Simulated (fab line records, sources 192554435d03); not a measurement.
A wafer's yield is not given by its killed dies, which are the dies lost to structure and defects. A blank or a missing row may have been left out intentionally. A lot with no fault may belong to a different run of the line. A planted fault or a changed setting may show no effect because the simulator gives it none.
Split-lot study / flow n5-finfet / 21 wafers read across 7 lots, on a route 1938 steps long

== ON THE SPLIT ==
At N5_BEOL_M1_ILD_DEP_00 (deposits SiOC from DEMS/O2, target thk 79 nm, time 15.3 s), the setting time-s was moved away from the recipe's 15.3 s on 10 of the 21 wafers read, by -11.0% to +8.2%. This setting was run at the recipe's value on the other wafers.

There is no step in the file separating the split from the reading.

== THE READING ==
M1_ILD_THK (nm), taken at N5_BEOL_M1_THK_MEAS_01. On this fab line, fault-free wafers typically give 79.0 nm with a standard deviation of 1.1 nm.

wafer=L083.1; tool, chamber at the split=pecvd-03, 1; time-s as run, s=14.64; against the recipe=-4.3%; M1_ILD_THK, nm=73.6; against lot-mates on the recipe=-4.1
wafer=L083.2; tool, chamber at the split=pecvd-03, 0; time-s as run, s=14.64; against the recipe=-4.3%; M1_ILD_THK, nm=73.8; against lot-mates on the recipe=-3.9
wafer=L083.6; tool, chamber at the split=pecvd-03, 1; time-s as run, s=15.3; against the recipe=recipe; M1_ILD_THK, nm=77.7; against lot-mates on the recipe=-
wafer=L084.1; tool, chamber at the split=pecvd-03, 1; time-s as run, s=15.3; against the recipe=recipe; M1_ILD_THK, nm=75.9; against lot-mates on the recipe=-
wafer=L084.5; tool, chamber at the split=pecvd-03, 1; time-s as run, s=14.19; against the recipe=-7.3%; M1_ILD_THK, nm=71.6; against lot-mates on the recipe=-5.6
wafer=L084.6; tool, chamber at the split=pecvd-03, 0; time-s as run, s=15.3; against the recipe=recipe; M1_ILD_THK, nm=78.5; against lot-mates on the recipe=-
wafer=L085.1; tool, chamber at the split=pecvd-01, 0; time-s as run, s=15.3; against the recipe=recipe; M1_ILD_THK, nm=78.6; against lot-mates on the recipe=-
wafer=L085.2; tool, chamber at the split=pecvd-01, 1; time-s as run, s=15.3; against the recipe=recipe; M1_ILD_THK, nm=79.3; against lot-mates on the recipe=-
wafer=L085.4; tool, chamber at the split=pecvd-01, 0; time-s as run, s=16.56; against the recipe=+8.2%; M1_ILD_THK, nm=87.0; against lot-mates on the recipe=+8.1
wafer=L089.3; tool, chamber at the split=pecvd-03, 1; time-s as run, s=15.3; against the recipe=recipe; M1_ILD_THK, nm=77.2; against lot-mates on the recipe=-
wafer=L089.4; tool, chamber at the split=pecvd-03, 1; time-s as run, s=15.3; against the recipe=recipe; M1_ILD_THK, nm=77.9; against lot-mates on the recipe=-
wafer=L089.6; tool, chamber at the split=pecvd-03, 2; time-s as run, s=15.3; against the recipe=recipe; M1_ILD_THK, nm=78.9; against lot-mates on the recipe=-
wafer=L090.2; tool, chamber at the split=pecvd-01, 1; time-s as run, s=15.3; against the recipe=recipe; M1_ILD_THK, nm=78.9; against lot-mates on the recipe=-
wafer=L090.4; tool, chamber at the split=pecvd-01, 0; time-s as run, s=14.58; against the recipe=-4.7%; M1_ILD_THK, nm=76.4; against lot-mates on the recipe=-2.5
wafer=L090.5; tool, chamber at the split=pecvd-01, 2; time-s as run, s=14.58; against the recipe=-4.7%; M1_ILD_THK, nm=77.3; against lot-mates on the recipe=-1.6
wafer=L092.1; tool, chamber at the split=pecvd-03, 2; time-s as run, s=13.61; against the recipe=-11.0%; M1_ILD_THK, nm=69.6; against lot-mates on the recipe=-9.0
wafer=L092.3; tool, chamber at the split=pecvd-03, 1; time-s as run, s=13.61; against the recipe=-11.0%; M1_ILD_THK, nm=67.8; against lot-mates on the recipe=-10.8
wafer=L092.5; tool, chamber at the split=pecvd-03, 2; time-s as run, s=15.3; against the recipe=recipe; M1_ILD_THK, nm=78.6; against lot-mates on the recipe=-
wafer=L095.2; tool, chamber at the split=pecvd-03, 2; time-s as run, s=15.3; against the recipe=recipe; M1_ILD_THK, nm=78.9; against lot-mates on the recipe=-
wafer=L095.5; tool, chamber at the split=pecvd-03, 1; time-s as run, s=14.71; against the recipe=-3.9%; M1_ILD_THK, nm=75.7; against lot-mates on the recipe=-3.2
wafer=L095.6; tool, chamber at the split=pecvd-03, 2; time-s as run, s=14.71; against the recipe=-3.9%; M1_ILD_THK, nm=77.1; against lot-mates on the recipe=-1.8

FIT RESULTS
A straight line over all 21 wafers: M1_ILD_THK changes by +0.874 nm for each +1% of time-s; r = +0.95; the points scatter about the line by 1.3 nm.
The same after taking each lot's own level away (the mean of its wafers on the recipe; 21 wafers): +0.867 nm for each +1%; r = +0.97; scatter 0.96 nm.
According to that fit, moving time-s by its largest amount changes the reading by 9.6 nm.
Across the lots, their own levels run from 77.20 to 78.95 nm, a range of 1.6 times the standard deviation given above.
The two slopes agree, so the slope changes little with the lot-to-lot level.
Check: for one of the wafers moved furthest among these (-11.0%), held out of the fit, the line's prediction against its lot-mates is -9.38 nm. It came out at -9 nm against them.

== THESE WAFERS: OTHER SPLITS ==
Note: prior to the reading, these wafers also went through further splits. Each is held against what the fit with the lots' levels taken away leaves over:
other split on the same wafers=N5_HKMG_FIN_COAT_41 spin-rpm; wafers away from the commonest value=8; r with M1_ILD_THK (lot level and that fit taken away)=+0.22
other split on the same wafers=N5_GATE_CUT_CUT_ETCH_54 icp-w; wafers away from the commonest value=8; r with M1_ILD_THK (lot level and that fit taken away)=-0.07
other split on the same wafers=N5_GATE_CUT_ALD_22 ald-cycles; wafers away from the commonest value=7; r with M1_ILD_THK (lot level and that fit taken away)=+0.20
other split on the same wafers=N5_MOL_CONTACT_COAG_SPUTTER_130 power-w; wafers away from the commonest value=7; r with M1_ILD_THK (lot level and that fit taken away)=-0.22
other split on the same wafers=N5_BEOL_M0_SAQP_ILD_DEP_01 time-s; wafers away from the commonest value=4; r with M1_ILD_THK (lot level and that fit taken away)=-0.11
other split on the same wafers=N5_BEOL_M0_SAQP_COAT_08 spin-rpm; wafers away from the commonest value=9; r with M1_ILD_THK (lot level and that fit taken away)=-0.37
other split on the same wafers=N5_BEOL_M0_SAQP_ETCH_88 source-w; wafers away from the commonest value=6; r with M1_ILD_THK (lot level and that fit taken away)=+0.00
other split on the same wafers=N5_BEOL_M0_CUTY_EXPOSE_54 dose-mj; wafers away from the commonest value=4; r with M1_ILD_THK (lot level and that fit taken away)=+0.26

== THE WHOLE CHAIN: every reading that the file lists as answering this split, in the file's order ==
step=N5_BEOL_M1_ILD_DEP_00; what it does=deposits SiOC from DEMS/O2, target thk 79 nm, time 15.3 s; reading=SiOC_of_BEOL_M1_ILD_DEP_00.thk-nm (the simulator's own value, which no gauge read); change (the file's fit)=+0.854 nm for each +1% of the setting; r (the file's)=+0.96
step=N5_BEOL_M1_THK_MEAS_01; what it does=; reading=M1_ILD_THK; change (the file's fit)=+0.85 for each +1% of the setting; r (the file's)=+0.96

== THE FILE'S OWN FIT ==
M1_ILD_THK changes by +0.85 nm for each +1% of time-s, r = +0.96.
